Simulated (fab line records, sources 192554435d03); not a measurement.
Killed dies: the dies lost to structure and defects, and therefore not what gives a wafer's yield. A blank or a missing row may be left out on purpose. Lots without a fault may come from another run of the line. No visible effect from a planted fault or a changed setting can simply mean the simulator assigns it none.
Matching of chambers + flow n5_finfet + N5_MOL_CONTACT_COAG_ETCH_105 on rie_diel-01 has 4 sister chambers
The step etches SiARC in CF4, target depth 15.6 nm, time 26 s. 4 wafers are shown with their chamber, then 7 later ones without.

== WAFERS PAIRED WITH THEIR CHAMBERS ==
| wafer  | chamber | drypump_motor_current_A (A) |
|--------|---------|-----------------------------|
| L083.5 | 3       | 6.1                         |
| L085.2 | 1       | 6.3                         |
| L090.1 | 0       | 4.8                         |
| L090.2 | 2       | 5.7                         |

== WAFERS MISSING THEIR CHAMBER ==
| wafer  | drypump_motor_current_A (A) |
|--------|-----------------------------|
| L090.6 | 6.1                         |
| L094.1 | 6.1                         |
| L094.2 | 4.8                         |
| L094.4 | 5.8                         |
| L097.2 | 6.1                         |
| L097.3 | 4.8                         |
| L097.6 | 5.8                         |

== THE CHAMBER EACH PASSED THROUGH ==
| wafer  | from the rows above | in truth |
|--------|---------------------|----------|
| L090.6 | 3                   | 3        |
| L094.1 | 3                   | 3        |
| L094.2 | 0                   | 0        |
| L094.4 | 2                   | 2        |
| L097.2 | 3                   | 3        |
| L097.3 | 0                   | 0        |
| L097.6 | 2                   | 2        |
7 of 7 placed correctly. Left unplaced by these rows: 0. Wrongly placed: 0.
How it was worked out, from the rows above alone: a wafer's distance from a chamber is the root of the sum, over the readings, of the square of ((its reading less the chamber's mean) divided by the reading's scatter). If the next closest chamber is less than 2 further off than the closest, the wafer can't be placed; otherwise it belongs to the closest. A chamber's mean is the mean of its shown wafers. The scatter: root of mean squared gap, hidden wafer to nearest shown wafer, with one shown wafer a chamber.
